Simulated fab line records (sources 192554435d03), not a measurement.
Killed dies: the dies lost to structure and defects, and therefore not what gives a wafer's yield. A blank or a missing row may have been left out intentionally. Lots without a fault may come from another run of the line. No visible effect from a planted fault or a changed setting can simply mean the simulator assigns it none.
fab line records + flow n5_finfet
record:
- lots: 10
- wafers: 30
- last_day: 18
route steps=1938 shown BEOL_M7@1298 PASSIVATION@1936
lots that met no fault: taken from a fault-free run of the same line
start_h: hours from the record's first day to the start of the lot's first wafer shown + wait_h: hours elapsed since this lot's preceding step + " identical to the entry in the row above + L1.1+2: a row that stands for several wafers + - no value, or no start given + * or withheld: withheld + < > ~ a bound
route shown NAME@n: names a module that has steps shown in the file, with the first one's number in the route + usual: mean/standard deviation taken from wafers without a fault + same: alike in all rows + chamber/n: place in a boat + sites: per-site readings + _std_site: standard deviation across them + _edge_site: the outer-site mean with the inner-site mean subtracted + radius_mm: for every site, how far away it sits from the centre of the wafer + mask NAME#n: copy n + behind: the tool/chamber that last shaped the wafer + hold: cause of the lot's hold/its duration in hours/its outcome + device: the n, p or np transistor that did not switch + end of line: tests of these same wafers at the route's end + a step without rows: its recipe alone + killed: at the first sort, the dies lost to defects and structure; wafer yield is something else + map: shows each die of a wafer: x if killed, . if not, _ if none is there
set.NAME: the setting the step ran with; set.NAME@STEP: the setting that earlier step ran with + model.NAME: the simulator's own value behind a step, which no gauge read
a sample of lots followed through the steps of the route, with each step as a table and each wafer as a row
services: when a tool's chamber went out of use (start_h, in hours from the record's first day, below 0 if earlier), for how many hours, and the reason
== steps ==
step: N5_BEOL_M7_INSPECT_30
recipe:
- mode: adi
- inspect_instrument: brightfield
usual:
- raw_defect_count: 410/90
| lot.wafer | tool              | chamber | start_h | wait_h | raw_defect_count |
|-----------|-------------------|---------|---------|--------|------------------|
| L610.1    | defect_inspect-01 | -       | 192.09  | 0.1    | 389              |
| L610.3    | "                 | -       | "       | "      | 402              |
| L610.4    | "                 | -       | "       | "      | 266              |
| L611.1    | defect_inspect-02 | -       | 199.96  | 0.1    | 463              |
| L611.4    | "                 | -       | "       | "      | 456              |
| L611.6    | "                 | -       | "       | "      | 378              |
| L618.1    | defect_inspect-02 | -       | 255.68  | 0.1    | 331              |
| L618.3    | "                 | -       | "       | "      | 497              |
| L618.4    | "                 | -       | "       | "      | 296              |
| L619.3    | defect_inspect-02 | -       | 266.15  | 0.0    | 561              |
| L619.5    | "                 | -       | "       | "      | 573              |
| L619.6    | "                 | -       | "       | "      | 365              |
| L620.1    | defect_inspect-01 | -       | 268.38  | 0.1    | 373              |
| L620.2    | "                 | -       | "       | "      | 442              |
| L620.5    | "                 | -       | "       | "      | 497              |
| L628.2    | defect_inspect-01 | -       | 311.22  | 0.0    | 359              |
| L628.3    | "                 | -       | "       | "      | 456              |
| L628.5    | "                 | -       | "       | "      | 325              |
| L629.2    | defect_inspect-02 | -       | 318.21  | 0.0    | 271              |
| L629.5    | "                 | -       | "       | "      | 496              |
| L629.6    | "                 | -       | "       | "      | 394              |
| L630.2    | defect_inspect-02 | -       | 328.24  | 0.6    | 355              |
| L630.4    | "                 | -       | "       | "      | 298              |
| L630.5    | "                 | -       | "       | "      | 374              |
| L633.1    | defect_inspect-02 | -       | 344.05  | 0.1    | 592              |
| L633.3    | "                 | -       | "       | "      | 512              |
| L633.4    | "                 | -       | "       | "      | 504              |
| L632.3    | defect_inspect-01 | -       | 346.06  | 0.0    | 577              |
| L632.5    | "                 | -       | "       | "      | 394              |
| L632.6    | "                 | -       | "       | "      | 468              |
step: N5_BEOL_M7_VIA_ETCH_34
recipe:
- chemistry: C4F6/O2
- target: SiCOH_lowk
- target_depth_a: 1255
- mask_material: SOC
- taper_deg: 4
- time_s: 50.5
- ion_energy_ev: 250
- pressure_mtorr: 30
- source_w: 345
- bias_w: 185
- Ar_flow_sccm: 300
- C4F6_flow_sccm: 10
- O2_flow_sccm: 10
usual:
- drypump_motor_current_A: 5.8/0.54
- mfc_ar_sccm: 300.1/0.86
- oes_f_703_au: 0.79/0.083
- oes_product_au: 0.80/0.1
- rf_vpp_V: 673/8
- showerhead_plenum_p_Torr: 2.89/0.082
- throttle_valve_pct: 21.02/0.24
| lot.wafer | tool        | chamber | start_h | wait_h | drypump_motor_current_A | mfc_ar_sccm | oes_f_703_au | oes_product_au | rf_hours_counter_h | rf_vpp_V | showerhead_plenum_p_Torr | throttle_valve_pct |
|-----------|-------------|---------|---------|--------|-------------------------|-------------|--------------|----------------|--------------------|----------|--------------------------|--------------------|
| L610.1    | rie_diel-05 | 3       | 192.57  | 0.0    | 5.8                     | 299.3       | 0.69         | 0.71           | 171                | 671      | 2.96                     | 21.23              |
| L610.3    | "           | 2       | "       | "      | 6.6                     | 299.7       | 0.74         | 0.75           | 158                | 668      | 2.83                     | 20.81              |
| L610.4    | "           | 0       | "       | "      | 6.6                     | 300.3       | 0.73         | 0.74           | 155                | 678      | 2.78                     | 20.77              |
| L611.1    | rie_diel-03 | 0       | 200.37  | 0.0    | 5.9                     | 301.9       | 0.91         | 0.95           | 20                 | 666      | 2.80                     | 20.99              |
| L611.4    | "           | 3       | "       | "      | 4.8                     | 301.2       | 0.73         | 0.73           | 181                | 683      | 3.00                     | 21.21              |
| L611.6    | "           | 3       | "       | "      | 4.8                     | 300.1       | 0.73         | 0.72           | -                  | 683      | 3.00                     | 21.22              |
| L618.1    | rie_diel-05 | 1       | 256.14  | 0.0    | 5.3                     | 299.1       | 0.89         | 0.95           | 10                 | 694      | 2.92                     | 20.82              |
| L618.3    | "           | 3       | "       | "      | 5.9                     | 299.5       | 0.68         | 0.69           | 191                | 671      | 2.95                     | 21.25              |
| L618.4    | "           | 0       | "       | "      | 6.6                     | 300.1       | 0.71         | 0.72           | 176                | 680      | 2.77                     | 20.80              |
| L619.3    | rie_diel-03 | 3       | 266.57  | 0.0    | 4.8                     | 300.5       | 0.71         | 0.71           | 201                | 683      | 2.99                     | 21.26              |
| L619.5    | "           | 1       | "       | "      | 5.3                     | 300.3       | 0.76         | 0.74           | -                  | 669      | 2.83                     | 21.35              |
| L619.6    | "           | 0       | "       | "      | 6.0                     | 300.8       | 0.88         | 0.91           | -                  | 664      | 2.79                     | 21.06              |
| L620.1    | rie_diel-03 | 2       | 268.60  | 0.0    | 5.9                     | 299.6       | 0.88         | 0.92           | 30                 | 668      | 2.94                     | 21.11              |
| L620.2    | "           | 1       | "       | "      | 5.3                     | 301.2       | 0.77         | 0.73           | 206                | 670      | 2.83                     | 21.34              |
| L620.5    | "           | 1       | "       | "      | 5.3                     | 300.7       | 0.76         | 0.72           | -                  | 670      | 2.83                     | 21.35              |
| L628.2    | rie_diel-03 | 3       | 311.43  | 0.0    | 4.8                     | 300.4       | 0.71         | 0.69           | 214                | 683      | 2.98                     | 21.28              |
| L628.3    | "           | 0       | "       | "      | 5.9                     | 300.3       | 0.86         | 0.89           | 52                 | 664      | 2.78                     | 21.07              |
| L628.5    | "           | 0       | "       | "      | 5.9                     | 300.0       | 0.86         | 0.89           | -                  | 664      | 2.78                     | 21.06              |
| L629.2    | rie_diel-05 | 2       | 318.42  | 0.0    | 6.6                     | 300.1       | 0.72         | 0.72           | 197                | 666      | 2.81                     | 20.86              |
| L629.5    | "           | 1       | "       | "      | 5.3                     | 300.2       | 0.85         | 0.91           | -                  | 693      | 2.91                     | 20.85              |
| L629.6    | "           | 0       | "       | "      | 6.6                     | 298.9       | 0.70         | 0.72           | -                  | 679      | 2.76                     | 20.83              |
| L630.2    | rie_diel-03 | 3       | 328.45  | 0.0    | 4.9                     | 300.1       | 0.71         | 0.69           | 219                | 682      | 2.98                     | 21.27              |
| L630.4    | "           | 2       | "       | "      | 6.0                     | 301.2       | 0.85         | 0.88           | 48                 | 667      | 2.93                     | 21.10              |
| L630.5    | "           | 0       | "       | "      | 5.9                     | 299.2       | 0.85         | 0.87           | -                  | 664      | 2.78                     | 21.05              |
| L633.1    | rie_diel-02 | 1       | 344.39  | 0.0    | 6.3                     | 300.2       | 0.76         | 0.76           | 116                | 674      | 2.86                     | 20.55              |
| L633.3    | "           | 3       | "       | "      | 6.2                     | 300.4       | 0.96         | 0.97           | 9                  | 670      | 2.91                     | 20.45              |
| L633.4    | "           | 0       | "       | "      | 5.2                     | 300.5       | 0.88         | 0.92           | 22                 | 672      | 2.90                     | 20.73              |
| L632.3    | rie_diel-05 | 2       | 346.28  | 0.0    | 6.6                     | 299.8       | 0.71         | 0.71           | 205                | 667      | 2.81                     | 20.86              |
| L632.5    | "           | 3       | "       | "      | 5.8                     | 301.2       | 0.67         | 0.68           | -                  | 671      | 2.93                     | 21.28              |
| L632.6    | "           | 0       | "       | "      | 6.6                     | 300.1       | 0.69         | 0.70           | -                  | 679      | 2.76                     | 20.84              |
step: N5_BEOL_M7_TRENCH_ETCH_37
recipe:
- chemistry: C4F6/O2
- target_depth_a: 934.78
- target: SiCOH_lowk
- time_s: 31.2
- ion_energy_ev: 250
- pressure_mtorr: 30
- source_w: 345
- bias_w: 185
- Ar_flow_sccm: 300
- C4F6_flow_sccm: 10
- O2_flow_sccm: 10
usual:
- drypump_motor_current_A: 5.8/0.54
- mfc_ar_sccm: 299.8/0.87
- oes_f_703_au: 0.79/0.083
- oes_product_au: 0.80/0.1
- rf_vpp_V: 673/7.9
- showerhead_plenum_p_Torr: 2.89/0.082
- throttle_valve_pct: 21.05/0.24
| lot.wafer | tool        | chamber | start_h | wait_h | drypump_motor_current_A | mfc_ar_sccm | oes_f_703_au | oes_product_au | rf_hours_counter_h | rf_vpp_V | showerhead_plenum_p_Torr | throttle_valve_pct |
|-----------|-------------|---------|---------|--------|-------------------------|-------------|--------------|----------------|--------------------|----------|--------------------------|--------------------|
| L610.1    | rie_diel-05 | 3       | -       | -      | 5.9                     | 300.3       | 0.69         | 0.71           | 171                | 672      | 2.96                     | 21.25              |
| L610.3    | "           | 2       | "       | "      | 6.6                     | 301.3       | 0.74         | 0.76           | 158                | 668      | 2.83                     | 20.82              |
| L610.4    | "           | 0       | "       | "      | 6.6                     | 300.9       | 0.73         | 0.76           | 155                | 680      | 2.78                     | 20.81              |
| L611.1    | rie_diel-03 | 0       | -       | -      | 5.9                     | 299.9       | 0.92         | 0.95           | 20                 | 665      | 2.80                     | 21.04              |
| L611.4    | "           | 3       | "       | "      | 4.8                     | 299.5       | 0.73         | 0.72           | 181                | 683      | 3.00                     | 21.24              |
| L611.6    | "           | 3       | "       | "      | 4.8                     | 298.5       | 0.73         | 0.72           | -                  | 684      | 3.00                     | 21.25              |
| L618.1    | rie_diel-05 | 1       | -       | -      | 5.3                     | 300.3       | 0.89         | 0.95           | 10                 | 692      | 2.92                     | 20.87              |
| L618.3    | "           | 3       | "       | "      | 5.9                     | 300.0       | 0.68         | 0.69           | 191                | 670      | 2.95                     | 21.28              |
| L618.4    | "           | 0       | "       | "      | 6.6                     | 299.5       | 0.71         | 0.73           | 176                | 680      | 2.77                     | 20.83              |
| L619.3    | rie_diel-03 | 3       | -       | -      | 4.9                     | 299.8       | 0.72         | 0.71           | 201                | 682      | 2.99                     | 21.27              |
| L619.5    | "           | 1       | "       | "      | 5.3                     | 300.4       | 0.77         | 0.72           | -                  | 669      | 2.83                     | 21.38              |
| L619.6    | "           | 0       | "       | "      | 5.9                     | 300.9       | 0.88         | 0.91           | -                  | 664      | 2.79                     | 21.06              |
| L620.1    | rie_diel-03 | 2       | -       | -      | 6.0                     | 299.3       | 0.88         | 0.93           | 30                 | 666      | 2.94                     | 21.12              |
| L620.2    | "           | 1       | "       | "      | 5.3                     | 300.1       | 0.76         | 0.72           | 206                | 668      | 2.83                     | 21.38              |
| L620.5    | "           | 1       | "       | "      | 5.4                     | 300.7       | 0.75         | 0.73           | -                  | 670      | 2.83                     | 21.38              |
| L628.2    | rie_diel-03 | 3       | -       | -      | 4.8                     | 301.1       | 0.71         | 0.70           | 214                | 681      | 2.99                     | 21.29              |
| L628.3    | "           | 0       | "       | "      | 5.9                     | 299.4       | 0.87         | 0.88           | 52                 | 665      | 2.79                     | 21.08              |
| L628.5    | "           | 0       | "       | "      | 5.9                     | 300.8       | 0.86         | 0.87           | -                  | 664      | 2.78                     | 21.09              |
| L629.2    | rie_diel-05 | 2       | -       | -      | 6.6                     | 299.4       | 0.71         | 0.72           | 197                | 668      | 2.81                     | 20.88              |
| L629.5    | "           | 1       | "       | "      | 5.3                     | 298.6       | 0.85         | 0.90           | -                  | 692      | 2.91                     | 20.90              |
| L629.6    | "           | 0       | "       | "      | 6.6                     | 300.9       | 0.70         | 0.71           | -                  | 681      | 2.76                     | 20.85              |
| L630.2    | rie_diel-03 | 3       | -       | -      | 4.8                     | 299.7       | 0.70         | 0.69           | 219                | 683      | 2.98                     | 21.30              |
| L630.4    | "           | 2       | "       | "      | 6.0                     | 300.7       | 0.85         | 0.89           | 48                 | 667      | 2.93                     | 21.16              |
| L630.5    | "           | 0       | "       | "      | 5.9                     | 300.5       | 0.86         | 0.88           | -                  | 664      | 2.78                     | 21.09              |
| L633.1    | rie_diel-02 | 1       | -       | -      | 6.3                     | 301.2       | 0.77         | 0.77           | 116                | 674      | 2.86                     | 20.61              |
| L633.3    | "           | 3       | "       | "      | 6.3                     | 300.7       | 0.97         | 0.98           | 9                  | 669      | 2.91                     | 20.48              |
| L633.4    | "           | 0       | "       | "      | 5.2                     | 299.7       | 0.88         | 0.91           | 22                 | 671      | 2.90                     | 20.74              |
| L632.3    | rie_diel-05 | 2       | -       | -      | 6.6                     | 299.9       | 0.71         | 0.71           | 205                | 666      | 2.81                     | 20.89              |
| L632.5    | "           | 3       | "       | "      | 5.9                     | 300.7       | 0.66         | 0.68           | -                  | 669      | 2.93                     | 21.34              |
| L632.6    | "           | 0       | "       | "      | 6.6                     | 300.8       | 0.69         | 0.71           | -                  | 678      | 2.76                     | 20.87              |
step: N5_BEOL_M7_CURE_75
recipe:
- temp_c: 370
- time_s: 120
- ambient: DMADMS/He
- material: SiCOH_lowk
usual:
- lamp_power_pct: 52.31/0.054
- run_length_s: 177.7/0.47
- wafer_temp_C_max: 371.6/0.78
| lot.wafer | tool       | chamber | start_h | wait_h | lamp_power_pct | run_length_s | wafer_temp_C_max |
|-----------|------------|---------|---------|--------|----------------|--------------|------------------|
| L610.1    | uv_cure-03 | 1       | 193.02  | 0.0    | 52.32          | 177.8        | 371.1            |
| L610.3    | "          | 1       | "       | "      | 52.30          | 177.5        | 371.1            |
| L610.4    | "          | 1       | "       | "      | 52.28          | 176.9        | 371.1            |
| L611.1    | uv_cure-03 | 1       | 200.82  | 0.0    | 52.33          | 177.0        | 370.5            |
| L611.4    | "          | 1       | "       | "      | 52.36          | 177.2        | 370.9            |
| L611.6    | "          | 1       | "       | "      | 52.35          | 176.8        | 370.2            |
| L618.1    | uv_cure-02 | 1       | 256.59  | 0.0    | 52.30          | 177.6        | 372.6            |
| L618.3    | "          | 1       | "       | "      | 52.27          | 177.7        | 372.7            |
| L618.4    | "          | 1       | "       | "      | 52.29          | 177.8        | 373.2            |
| L619.3    | uv_cure-02 | 2       | 267.37  | 0.4    | -              | -            | -                |
| L619.5    | "          | 2       | "       | "      | -              | -            | -                |
| L619.6    | "          | 2       | "       | "      | -              | -            | -                |
| L620.1    | uv_cure-02 | 0       | 269.23  | 0.2    | -              | -            | -                |
| L620.2    | "          | 0       | "       | "      | -              | -            | -                |
| L620.5    | "          | 0       | "       | "      | -              | -            | -                |
| L628.2    | uv_cure-03 | 2       | 311.93  | 0.1    | 52.30          | 177.8        | 371.3            |
| L628.3    | "          | 2       | "       | "      | 52.46          | 177.8        | 371.7            |
| L628.5    | "          | 2       | "       | "      | 52.33          | 177.5        | 371.0            |
| L629.2    | uv_cure-02 | 1       | 319.03  | 0.2    | 52.29          | 178.1        | 371.7            |
| L629.5    | "          | 1       | "       | "      | 52.24          | 178.1        | 372.8            |
| L629.6    | "          | 1       | "       | "      | 52.30          | 177.9        | 372.4            |
| L630.2    | uv_cure-01 | 2       | 328.95  | 0.1    | 52.31          | 177.5        | 372.2            |
| L630.4    | "          | 2       | "       | "      | 52.33          | 177.7        | 372.1            |
| L630.5    | "          | 2       | "       | "      | 52.39          | 177.4        | 372.6            |
| L633.1    | uv_cure-02 | 1       | 344.84  | 0.0    | 52.31          | 177.5        | 372.0            |
| L633.3    | "          | 1       | "       | "      | 52.32          | 177.5        | 372.3            |
| L633.4    | "          | 1       | "       | "      | 52.24          | 177.7        | 371.5            |
| L632.3    | uv_cure-01 | 1       | 347.12  | 0.4    | 52.35          | 178.3        | 371.0            |
| L632.5    | "          | 1       | "       | "      | 52.30          | 178.0        | 371.4            |
| L632.6    | "          | 1       | "       | "      | 52.27          | 177.9        | 371.7            |
step: N5_PASSIVATION_PROBE_49
usual:
- defect_limited_yield: 91.1/1.4
- killed_at_M0_to_M3: 34/9.7
- killed_at_M4_up: 13/5.1
- killed_at_contacts: 14/6.3
- killed_at_front_end: 40/11
- killed_at_other: 3.5/2.7
- killed_dies: 105/16
- killed_open: 70/12
- killed_short: 34/7.8
- sort_bin_4_leakage: 0.02/0.13
- sort_bin_5_function: 5.2/0.88
- sort_bin_6_memory: 3.3/0.7
- sort_bin_8_speed: 0.1/0.62
- sort_n_pass: 1074/17
- sort_yield_pct: 91.0/1.5
same:
- gross_dies: 1180
- killed_at_back_side: 0
| lot.wafer | tool      | chamber | start_h | wait_h | defect_limited_yield[%] | killed_at_M0_to_M3 | killed_at_M4_up | killed_at_contacts | killed_at_front_end | killed_at_other | killed_dies | killed_open | killed_short | sort_bin_4_leakage[%] | sort_bin_5_function[%] | sort_bin_6_memory[%] | sort_bin_8_speed[%] | sort_n_pass | sort_yield_pct[%] |
|-----------|-----------|---------|---------|--------|-------------------------|--------------------|-----------------|--------------------|---------------------|-----------------|-------------|-------------|--------------|-----------------------|------------------------|----------------------|---------------------|-------------|-------------------|
| L611.1    | prober-01 | -       | 280.91  | 0.0    | 91.1                    | 50                 | 9               | 6                  | 39                  | 1               | 105         | 73          | 32           | 0                     | 5.6                    | 2.7                  | 0                   | 1075        | 91.1              |
| L611.4    | prober-01 | -       | 281.06  | 0.2    | 91.3                    | 41                 | 9               | 17                 | 34                  | 2               | 103         | 70          | 33           | 1.53                  | 5.1                    | 3.4                  | 0                   | 1059        | 89.7              |
| L611.6    | prober-01 | -       | 281.16  | 0.3    | 87.8                    | 48                 | 16              | 18                 | 60                  | 2               | 144         | 98          | 46           | 0                     | 6.6                    | 5.3                  | 0                   | 1036        | 87.8              |
| L620.1    | prober-01 | -       | 339.32  | 0.0    | 90.6                    | 31                 | 15              | 8                  | 49                  | 8               | 111         | 71          | 38           | 0                     | 6.1                    | 2.7                  | 0                   | 1069        | 90.6              |
| L620.2    | prober-01 | -       | 339.37  | 0.1    | 91.4                    | 24                 | 22              | 21                 | 24                  | 10              | 101         | 61          | 40           | 0                     | 5.5                    | 2.8                  | 0                   | 1079        | 91.4              |
| L620.5    | prober-01 | -       | 339.52  | 0.2    | 91.6                    | 31                 | 18              | 19                 | 22                  | 9               | 99          | 62          | 35           | 0                     | 5.2                    | 2.7                  | 0                   | 1081        | 91.6              |
| L619.3    | prober-01 | -       | 355.55  | 0.1    | 90.4                    | 26                 | 10              | 16                 | 50                  | 11              | 113         | 69          | 39           | 0                     | 5.2                    | 4.1                  | 0                   | 1067        | 90.4              |
| L619.5    | prober-01 | -       | 355.65  | 0.2    | 89.1                    | 30                 | 12              | 11                 | 68                  | 8               | 129         | 81          | 45           | 0                     | 6.4                    | 3.8                  | 0.1                 | 1051        | 89.1              |
| L619.6    | prober-01 | -       | 355.70  | 0.3    | 91.1                    | 22                 | 18              | 21                 | 41                  | 3               | 105         | 62          | 39           | 0                     | 5.1                    | 3.2                  | 0                   | 1075        | 91.1              |
| L629.2    | prober-01 | -       | 398.84  | 0.1    | 91.2                    | 39                 | 6               | 14                 | 43                  | 2               | 104         | 75          | 29           | 0                     | 5.8                    | 2.8                  | 0                   | 1076        | 91.2              |
| L629.5    | prober-01 | -       | 398.99  | 0.2    | 93.1                    | 38                 | 8               | 13                 | 15                  | 8               | 82          | 50          | 27           | 0                     | 4.2                    | 2.5                  | 0                   | 1098        | 93.1              |
| L629.6    | prober-01 | -       | 399.04  | 0.3    | 91.4                    | 38                 | 12              | 16                 | 22                  | 14              | 102         | 62          | 38           | 0                     | 5.2                    | 3.0                  | 0                   | 1078        | 91.4              |
killed by level:class
L611.1 BEOL_M0_SAQP:geometric_particle:open=12 FIN_SAQP:geometric_particle:open=10 BEOL_M2:geometric_particle:open=9 BEOL_M3:geometric_particle:open=9 BEOL_M4:geometric_particle:open=8 GATE_CUT:geometric_particle:open=7 FIN_SAQP:geometric_particle:short=6 BEOL_M0_SAQP:geometric_particle:short=6
L611.4 MOL_CONTACT_COAG:geometric_particle:open=14 BEOL_M0_SAQP:geometric_particle:open=14 STI_FIN_REVEAL:geometric_particle:open=10 BEOL_M0_SAQP:geometric_particle:short=6 BEOL_M3:geometric_particle:open=6 STI_FIN_REVEAL:geometric_particle:short=4 BEOL_M2:geometric_particle:open=4 BEOL_M3:geometric_particle:short=4
L611.6 FIN_SAQP:geometric_particle:open=18 STI_FIN_REVEAL:geometric_particle:open=15 BEOL_M0_SAQP:geometric_particle:open=14 BEOL_M2:geometric_particle:open=12 MOL_CONTACT_COAG:geometric_particle:open=11 MOL_CONTACT_COAG:geometric_particle:short=7 FIN_SAQP:geometric_particle:short=6 STI_FIN_REVEAL:geometric_particle:short=6
L620.1 STI_FIN_REVEAL:geometric_particle:open=11 BEOL_M2:geometric_particle:open=10 DUMMY_GATE:geometric_particle:open=9 FIN_SAQP:geometric_particle:open=8 BEOL_M0_SAQP:geometric_particle:open=8 MOL_CONTACT_COAG:geometric_particle:open=7 STARTING-WAFER:geometric_particle:short=6 GATE_CUT:geometric_particle:short=6
L620.2 MOL_CONTACT_COAG:geometric_particle:open=16 BEOL_M0_SAQP:geometric_particle:short=9 BEOL_M4:geometric_particle:open=9 STARTING-WAFER:geometric_particle:short=5 MOL_CONTACT_COAG:geometric_particle:short=5 BEOL_M0_SAQP:geometric_particle:open=5 GATE_CUT:geometric_particle:short=4 PASS1_DEP:geometric_particle:short=4
L620.5 MOL_CONTACT_COAG:geometric_particle:open=16 BEOL_M4:geometric_particle:open=6 STI_FIN_REVEAL:geometric_particle:open=5 BEOL_M0_SAQP:geometric_particle:open=5 BEOL_M2:geometric_particle:short=5 BEOL_M3:geometric_particle:open=5 DUMMY_GATE:geometric_particle:open=4 BEOL_M1:geometric_particle:open=4
L619.3 MOL_CONTACT_COAG:geometric_particle:open=13 STI_FIN_REVEAL:geometric_particle:open=10 FIN_SAQP:geometric_particle:open=8 FIN_SAQP:geometric_particle:short=8 GATE_CUT:geometric_particle:short=7 STI_FIN_REVEAL:geometric_particle:short=6 BEOL_M2:geometric_particle:open=5 BEOL_M3:geometric_particle:open=5
L619.5 FIN_SAQP:geometric_particle:short=13 STI_FIN_REVEAL:geometric_particle:open=11 FIN_SAQP:geometric_particle:open=10 BEOL_M1:geometric_particle:open=9 MOL_CONTACT_COAG:geometric_particle:open=9 GATE_CUT:geometric_particle:short=8 ILD0:geometric_particle:open=7 ILD0:geometric_particle:short=4
L619.6 MOL_CONTACT_COAG:geometric_particle:open=15 FIN_SAQP:geometric_particle:short=9 STI_FIN_REVEAL:geometric_particle:open=8 MOL_CONTACT_COAG:geometric_particle:short=6 FIN_SAQP:geometric_particle:open=5 BEOL_M4:geometric_particle:open=5 BEOL_M0_SAQP:geometric_particle:short=4 STARTING-WAFER:geometric_particle:short=4
L629.2 STI_FIN_REVEAL:geometric_particle:open=22 MOL_CONTACT_COAG:geometric_particle:open=12 BEOL_M3:geometric_particle:open=10 BEOL_M0_SAQP:geometric_particle:open=8 BEOL_M0_SAQP:geometric_particle:short=8 STI_FIN_REVEAL:geometric_particle:short=7 BEOL_M2:geometric_particle:open=5 FIN_SAQP:geometric_particle:short=3
L629.5 BEOL_M0_SAQP:geometric_particle:short=12 MOL_CONTACT_COAG:geometric_particle:open=11 BEOL_M3:geometric_particle:open=9 BEOL_M0_SAQP:geometric_particle:open=8 MIM_TOP_ETCH:geometric_particle:short=4 ILD0:geometric_particle:short=3 BEOL_M1:geometric_particle:open=3 BEOL_M2:geometric_particle:open=3
L629.6 MOL_CONTACT_COAG:geometric_particle:open=13 BEOL_M1:geometric_particle:open=10 BEOL_M3:geometric_particle:open=6 GATE_CUT:geometric_particle:short=6 BEOL_M0_SAQP:geometric_particle:short=5 MIM_TOP_ETCH:geometric_particle:short=5 BEOL_M2:geometric_particle:open=5 BEOL_M0_SAQP:geometric_particle:open=4
== services ==
| tool        | chamber | start_h | hours | kind                          |
|-------------|---------|---------|-------|-------------------------------|
| uv_cure-01  | -       | 170.88  | 1.0   | pm                            |
| rie_diel-05 | 1       | 196.49  | -     | clean                         |
| rie_diel-05 | 1       | 196.49  | -     | consumable_replace:focus_ring |
| rie_diel-05 | 1       | 196.49  | 20.2  | scheduled_down                |
| rie_diel-05 | 1       | 196.49  | 20.2  | vent_cycle                    |
| rie_diel-02 | 2       | 214.60  | -     | clean                         |
| rie_diel-02 | 2       | 214.60  | -     | consumable_replace:focus_ring |
| rie_diel-02 | 2       | 214.60  | -     | consumable_replace:showerhead |
| rie_diel-02 | 2       | 214.60  | 22.7  | scheduled_down                |
| rie_diel-02 | 2       | 214.60  | 22.7  | vent_cycle                    |
| uv_cure-01  | -       | 216.86  | 22.2  | pm                            |
| uv_cure-03  | -       | 224.65  | 0.2   | repair                        |
| uv_cure-02  | -       | 230.55  | 2.1   | pm                            |
| rie_diel-02 | 0       | 254.63  | -     | clean                         |
| rie_diel-02 | 0       | 254.63  | -     | consumable_replace:focus_ring |
| rie_diel-02 | 0       | 254.63  | 32.4  | scheduled_down                |
| rie_diel-02 | 0       | 254.63  | 32.4  | vent_cycle                    |
| uv_cure-01  | -       | 258.43  | 9.2   | repair                        |
| rie_diel-02 | 3       | 287.04  | -     | clean                         |
| rie_diel-02 | 3       | 287.04  | -     | consumable_replace:focus_ring |
| rie_diel-03 | 1       | 298.81  | 7.3   | repair                        |
| uv_cure-01  | -       | 301.40  | 2.1   | pm                            |
| uv_cure-01  | -       | 320.21  | 6.0   | pm                            |
| rie_diel-02 | 1       | 322.00  | 2.0   | repair                        |
== key ==
first_sign:
- step: N5_BEOL_M7_CURE_75
- reading: tool_record
- direction: missing
effect none on later readings
met_at N5_BEOL_M7_CURE_75
struck_lots L619,L620
not_acting_at N5_BEOL_M7_INSPECT_30,N5_BEOL_M7_VIA_ETCH_34,N5_BEOL_M7_TRENCH_ETCH_37
onset_between 256.59 267.37
fault:
- kind: skipped_step_whole
- tool: uv_cure-02
- chamber: -
- onset_h: 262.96
- steps: N5_BEOL_M7_CURE_75
- scope: struck_lots_only
